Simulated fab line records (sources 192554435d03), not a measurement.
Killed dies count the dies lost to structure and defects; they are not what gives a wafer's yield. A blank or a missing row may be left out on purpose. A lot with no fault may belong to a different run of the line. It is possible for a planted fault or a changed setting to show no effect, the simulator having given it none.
Matching of chambers :: flow n5_finfet :: N5_BEOL_M5_CURE_79 on uv_cure-02: 3 sister chambers
The step cures SiCOH lowk, time 240 s. 6 wafers are shown with their chamber, then 6 later ones without.

WAFERS PAIRED WITH THEIR CHAMBERS
wafer: L917.5
chamber: 0
wafer_temp_C_max: 386.0
lamp_power_pct (%): 52.26

wafer: L917.6
chamber: 0
wafer_temp_C_max: 386.0
lamp_power_pct (%): 52.33

wafer: L921.3
chamber: 2
wafer_temp_C_max: 386.4
lamp_power_pct (%): 52.33

wafer: L921.5
chamber: 2
wafer_temp_C_max: 386.0
lamp_power_pct (%): 52.32

wafer: L922.3
chamber: 1
wafer_temp_C_max: 386.5
lamp_power_pct (%): 52.36

wafer: L922.5
chamber: 1
wafer_temp_C_max: 386.9
lamp_power_pct (%): 52.23

WAFERS MISSING THEIR CHAMBER
wafer: L929.1
wafer_temp_C_max: 385.9
lamp_power_pct (%): 52.33

wafer: L929.2
wafer_temp_C_max: 385.8
lamp_power_pct (%): 52.27

wafer: L929.3
wafer_temp_C_max: 385.9
lamp_power_pct (%): 52.26

wafer: L935.2
wafer_temp_C_max: 386.3
lamp_power_pct (%): 52.24

wafer: L935.3
wafer_temp_C_max: 386.6
lamp_power_pct (%): 52.34

wafer: L935.5
wafer_temp_C_max: 386.9
lamp_power_pct (%): 52.26

CHAMBER TAKEN BY EACH
wafer: L929.1
from the rows above: can't be placed: 0 or 2
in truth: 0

wafer: L929.2
from the rows above: can't be placed: 0 or 2
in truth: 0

wafer: L929.3
from the rows above: can't be placed: 0 or 2
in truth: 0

wafer: L935.2
from the rows above: can't be placed: 2 or 0 or 1
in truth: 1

wafer: L935.3
from the rows above: can't be placed: 1 or 2 or 0
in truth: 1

wafer: L935.5
from the rows above: 1
in truth: 1
Correctly placed: 1 of 6. Not placeable from these rows: 5 (in 5, the candidates include the true chamber). Wrongly placed: 0.
How it was worked out, from the rows above alone: a wafer's distance from a chamber is the root of the sum, over the readings, of the square of ((its reading less the chamber's mean) divided by the reading's scatter). The wafer belongs to the nearest chamber; if the next one is less than 2 further off, it can't be placed. Each chamber's mean is taken over the wafers shown for it. The scatter: the root of (the sum of the squares of (reading less its chamber's mean) over the shown wafers, divided by (wafers less chambers)).
